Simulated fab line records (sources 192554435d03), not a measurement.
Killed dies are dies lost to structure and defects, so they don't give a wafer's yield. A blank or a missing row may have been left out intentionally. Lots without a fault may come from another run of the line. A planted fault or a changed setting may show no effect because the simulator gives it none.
Comparing a struck lot with a sound one | flow n5-finfet | 21 out of 1938 route steps
Sound: the wafers L454.4, L454.5, L454.6. Struck: wafer L456.5 (L456.2, L456.3, from the same lot, were not struck and are left out); the cause is given at the end.
Each step with rows lists, per side, the tool, then ch with its chambers, then its first start. Under that, the readings that differ: sound wafers | struck wafers | difference of the means | sigmas: that difference in standard deviations of wafers without a fault.
alike: readings with means less than 2 such deviations apart, plus words and numbers identical on both sides. not compared: withheld readings, readings lacking a value on some wafer, bounds such as >300 that could conceal the same value, and numbers that have no deviation in the record and whose values overlap.
Wherever a step has rows on one side only, a row that says differs or no value, or a row with sigmas, the two part there. When numbers do not overlap yet have no deviation, they are printed without sigmas and do not part them. A reading missing from all wafers of one side parts the sides only when that side holds two or more wafers.

first, 7 steps without rows for these wafers: N5_BEOL_M13_COAT_22 (resist thk 300 nm); N5_BEOL_M13_EBR_24; N5_BEOL_M13_SOFTBAKE_23 (time 60 s); N5_BEOL_M13_EXPOSE_25 (exposes mask M13, target cd 210 nm); N5_BEOL_M13_PEB_26 (peb time 90 s); N5_BEOL_M13_DEVELOP_27 (develop time 45 s); N5_BEOL_M13_HARDBAKE_32 (time 120 s).
N5_BEOL_M13_CD_MEAS_28: the cd target is 209.5 nm.
  sound on cd-sem-03 ch 0, day 11 23:34; struck on cd-sem-03 ch 0, day 12 13:35
  alike: cd-nm
N5_BEOL_M13_OVL_MEAS_29:
  sound on overlay-01 ch 0, day 11 23:36; struck on overlay-02 ch 0, day 12 13:37
  alike: M13_OVL
N5_BEOL_M13_INSPECT_30: inspects for defects (macro).
  struck on defect-inspect-02, day 12 13:39; sound on defect-inspect-01, day 11 23:37
  alike: raw-defect-count
N5_BEOL_M13_DESCUM_33: chemistry O2, time 7.9 s.
  sound on rie-diel-02 ch 0,2,3, day 11 23:41; struck on rie-diel-02 ch 2, day 12 13:41
  alike: drypump-motor-current-A, oes-product-au, rf-vpp-V, showerhead-plenum-p-Torr, throttle-valve-pct
  not compared: rf-hours-counter-h
N5_BEOL_M13_ETCH_67: etches SiARC in CF4, target depth 143 nm, time 238.3 s.
  sound on rie-diel-02 ch 0,2,3, day 11 23:43; struck on rie-diel-02 ch 2, day 12 13:43
  alike: drypump-motor-current-A, etch-rf-on-time-s, oes-product-au, rf-vpp-V, showerhead-plenum-p-Torr, throttle-valve-pct
  not compared: rf-hours-counter-h
N5_BEOL_M13_ETCH_68: etches SOC in N2/H2, time 355 s.
  sound on rie-diel-02 ch 0,2,3, day 11 23:52; struck on rie-diel-02 ch 2, day 12 13:52
  reading                                     | sound             | struck | difference | sigmas
  model.SiARC_of_BEOL_M13_COAT_66.thk-nm (nm) | 77.4 77 77.8      | 67.6   | -9.8       |
  model.BEOL_M13.cd-nm (nm)                   | 211.2 211.6 211.6 | 215.4  | +3.9       |
  alike: drypump-motor-current-A, oes-product-au, rf-vpp-V, showerhead-plenum-p-Torr, throttle-valve-pct
  not compared: rf-hours-counter-h
then, 1 step without rows for these wafers: N5_BEOL_M13_STRIP_69 (strips in N2/H2).
N5_BEOL_M13_TRENCH_ETCH_34: etches SiOC in C4F8/O2/Ar, target depth 413.47 nm, time 162.6 s.
  sound on rie-diel-02 ch 0,2,3, day 12 00:05; struck on rie-diel-02 ch 2, day 12 14:05
  alike: drypump-motor-current-A, oes-product-au, rf-vpp-V, showerhead-plenum-p-Torr, throttle-valve-pct
  not compared: rf-hours-counter-h
then, 1 step without rows for these wafers: N5_BEOL_M13_STRIP_70 (strips in C4F8/O2/Ar).
N5_BEOL_M13_OCD_MEAS_35:
  struck on ocd-01, day 12 14:16; sound on ocd-02, day 12 00:16
  alike: trench-depth-nm
N5_BEOL_M13_STRIP_37: strips in N2/H2.
  sound on plasma-asher-01 ch 0,1, day 12 00:19; struck on plasma-asher-02 ch 0, day 12 14:18
  reading            | sound       | struck | difference | sigmas
  heater-power-w (W) | 301 298 301 | 265    | -35        | -2
  alike: drypump-motor-current-A, oes-product-au
  not compared: rf-hours-counter-h
N5_BEOL_M13_ETCH_38: etches SiCN in CF4/N2, target depth 67.5 nm, time 71.9 s.
  sound on rie-diel-02 ch 0,3, day 12 00:23; struck on rie-diel-05 ch 3, day 12 18:02
  reading                   | sound             | struck | difference | sigmas
  model.BEOL_M13.cd-nm (nm) | 211.6 211.8 211.8 | 215.4  | +3.7       |
  alike: drypump-motor-current-A, oes-product-au, rf-vpp-V, showerhead-plenum-p-Torr, throttle-valve-pct
  not compared: rf-hours-counter-h
then, 1 step without rows for these wafers: N5_BEOL_M13_PRECLEAN_39 (cleans in residue remover, time 60 s).
N5_PASSIVATION_PROBE_49:
  only the struck wafers here have rows in the record (prober-02, day 13 22:39); the sound ones have none

WHERE THEY PART
First at N5_BEOL_M13_STRIP_37; last, within this record, at N5_PASSIVATION_PROBE_49.

WHY: what had been put in by the simulator
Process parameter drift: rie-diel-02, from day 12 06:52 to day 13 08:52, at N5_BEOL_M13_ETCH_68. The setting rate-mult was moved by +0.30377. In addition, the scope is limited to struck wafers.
